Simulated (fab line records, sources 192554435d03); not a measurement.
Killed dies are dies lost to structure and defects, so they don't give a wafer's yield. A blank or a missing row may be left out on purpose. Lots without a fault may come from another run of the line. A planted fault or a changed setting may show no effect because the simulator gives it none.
A struck lot beside a sound one | flow n5_finfet | 40 steps out of a route of 1938
Sound: wafers L764.2, L764.3, L764.5. Struck: wafer L769.2. (L769.1, L769.3 of the same lot were not struck and are left out.) The cause comes at the end.
At each step with rows: each side's tool, then ch and its chambers, then its first start. Under that, the readings that differ: sound wafers | struck wafers | difference of the means | sigmas: that difference in standard deviations of wafers without a fault.
alike: readings whose means differ by less than 2 such deviations, and words and numbers that are the same on both sides. not compared: withheld readings, readings that some wafer has no value for, bounds like >300 that may hide the same value, and numbers for which the record gives no deviation and whose values overlap.
The two part at a step that has a row with sigmas, a row that says differs or no value, or rows on one side only. Numbers that don't overlap but have no deviation are shown without sigmas and don't part them. A reading that every wafer of one side lacks parts them only if that side has two wafers or more.

first, 11 steps without rows for these wafers: N5_FIN_SAQP_HM_OPEN_73 (chemistry CHF3/O2, target SiO2, stops on a-Si, target depth 12 nm, time 16.8 s); N5_FIN_SAQP_STRIP_74 (strips in CHF3/O2); N5_FIN_SAQP_MANDREL_ETCH_22 (etches a-Si in HBr/Cl2, stops on SiNx, target depth 60 nm, bt time 10 s, time 30 s); N5_FIN_SAQP_STRIP_55 (strips in N2/H2); N5_FIN_SAQP_STRIP_23 (strips in SPM, time 750 s); N5_FIN_SAQP_SRD_66 (time 30 s); N5_FIN_SAQP_RECESS_75 (chemistry HF/NH3, target SiO2, target depth 14.4 nm, afs cycles 3, sublimation time 60 s); N5_FIN_SAQP_SPACER1_ALD_24 (deposits SiO2, target thk 20.3 nm, pulse time 1 s, purge time 2 s); N5_FIN_SAQP_SPACER1_ETCHBACK_25 (etches SiO2 in CHF3/O2, target depth 24.4 nm, time 12.2 s); N5_FIN_SAQP_MANDREL1_REMOVE_56 (chemistry HBr/Cl2/O2, target a-Si, stops on SiNx, bt time 10 s); N5_FIN_SAQP_ETCH_57 (etches SiNx in CH3F/O2, target depth 32.5 nm, time 46.4 s).
N5_FIN_SAQP_ETCH_65: etches SiO2 in CF4, target depth 4 nm, time 4.4 s.
  sound on rie_si-01 ch 1,3, day 1 23:14; struck on rie_si-01 ch 3, day 3 06:20
  reading    | sound             | struck | difference | sigmas
  bias_w (W) | 397.4 398.6 399.9 | 401.6  | +3.0       | +2
  alike: drypump_motor_current_A, oes_product_au, throttle_valve_pct
  not compared: rf_hours_counter_h
then, 18 steps without rows for these wafers: N5_FIN_SAQP_MANDREL_ETCH_58 (etches a-Si in HBr/Cl2, stops on SiNx, target depth 45 nm, bt time 10 s, time 27 s); N5_FIN_SAQP_RECESS_63 (chemistry HF/NH3, target SiO2, target depth 18 nm, afs cycles 3, sublimation time 60 s); N5_FIN_SAQP_COAT_68 (time 60 s, resist thk 100 nm); N5_FIN_SAQP_ETCH_69 (etches SOC in N2/H2, stops on SiNx, target depth 150 nm); N5_FIN_SAQP_ETCH_67 (etches SiNx in CH3F/O2, target depth 30 nm); N5_FIN_SAQP_STRIP_70 (strips in N2/H2); N5_FIN_SAQP_RECESS_71 (chemistry HF/NH3, target SiO2, target depth 3 nm, afs cycles 1, sublimation time 60 s); N5_FIN_SAQP_SPACER2_ALD_28 (deposits SiO2, target thk 8.1 nm, pulse time 1 s, purge time 2 s); N5_FIN_SAQP_SPACER2_ETCHBACK_29 (etches SiO2 in CHF3/O2, target depth 12.2 nm, time 6.1 s); N5_FIN_SAQP_MANDREL2_REMOVE_60 (chemistry HBr/Cl2/O2, target a-Si, stops on SiNx, bt time 10 s); N5_FIN_SAQP_HM_OPEN_33 (chemistry CH3F/O2, target SiNx, target depth 49.4 nm, time 70.6 s); N5_FIN_SAQP_ETCH_34 (etches SiO2 in C4F6/O2, target depth 45 nm, time 15 s); N5_FIN_SAQP_STRIP_77 (strips in N2/H2, time 90 s); N5_FIN_SAQP_ETCH_64 (etches SiO2 in CF4, target depth 1.5 nm); N5_FIN_SAQP_FIN_ETCH_36 (etches the open film in HBr/Cl2/O2, target depth 120 nm, time 50.4 s); N5_FIN_SAQP_PRECLEAN_38 (cleans in O3/DIW, time 45 s); N5_FIN_SAQP_PRECLEAN_45 (cleans in dHF, time 10 s); N5_FIN_SAQP_SRD_39 (time 30 s).
N5_FIN_SAQP_INSPECT_40: inspects for defects (brightfield).
  sound on defect_inspect-02, day 2 01:14; struck on defect_inspect-01, day 3 08:25
  reading          | sound       | struck | difference | sigmas
  raw_defect_count | 213 172 258 | 778    | +564       | +7
then, 6 steps without rows for these wafers: N5_FIN_CUT_COAT_18 (time 60 s, resist thk 230 nm); N5_FIN_CUT_COAT_19 (time 60 s, resist thk 20 nm); N5_FIN_CUT_COAT_29 (time 60 s, resist thk 10 nm); N5_FIN_CUT_COAT_02 (resist thk 30 nm); N5_FIN_CUT_EBR_04; N5_FIN_CUT_SOFTBAKE_03 (time 60 s).
N5_FIN_CUT_INSPECT_10: inspects for defects (brightfield).
  sound on defect_inspect-02, day 2 01:55; struck on defect_inspect-02, day 3 08:48
  reading          | sound    | struck | difference | sigmas
  raw_defect_count | 38 29 46 | 624    | +586       | +42
-- the record jumps here: 10 days lie between the struck wafers' starts before and after (it left off in module FIN_CUT and takes up again in module BEOL_M4, whose first step shown is number 1111 of the route) --
N5_BEOL_M4_RC_MEAS_101:
  sound on prober-02 ch 0, day 10 21:08; struck on prober-02 ch 0, day 13 00:52
  alike: DIBL_N, DIBL_P, IOFF_N, IOFF_P, ION_N, ION_P, SS_N, SS_P, VT_N, VT_P
-- the record jumps here: 5 days lie between the struck wafers' starts before and after (it left off in module BEOL_M4 and takes up again in module PASSIVATION, whose first step shown is number 1936 of the route) --
N5_PASSIVATION_PROBE_49:
  sound on prober-02, day 15 20:47; struck on prober-02, day 18 02:41
  reading                  | sound          | struck | difference | sigmas
  defect_limited_yield (%) | 90.9 90.5 91.7 | 81.9   | -9.1       | -6
  killed_at_front_end      | 29 40 40       | 133    | +97        | +9
  killed_dies              | 107 112 98     | 213    | +107       | +6
  killed_on_rim            | 16 20 10       | 29     | +14        | +3
  sort_bin_5_function (%)  | 5.8 5.4 5.7    | 11.1   | +5.5       | +5
  sort_bin_6_memory (%)    | 2.9 3.5 1.8    | 4.3    | +1.6       | +2
  sort_n_pass              | 1073 1068 1082 | 967    | -107       | -5
  sort_yield_pct (%)       | 90.9 90.5 91.7 | 81.9   | -9.1       | -5
  alike: killed_at_M0_to_M3, killed_at_M4_up, killed_at_contacts, killed_at_other, killed_open, killed_short

WHERE THEY PART
First at N5_FIN_SAQP_ETCH_65; last, within this record, at N5_PASSIVATION_PROBE_49.

WHY: what the simulator had put in
Chamber particle source: rie_si-01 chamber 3, from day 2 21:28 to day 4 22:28, at N5_FIN_SAQP_ETCH_65. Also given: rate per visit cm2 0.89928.
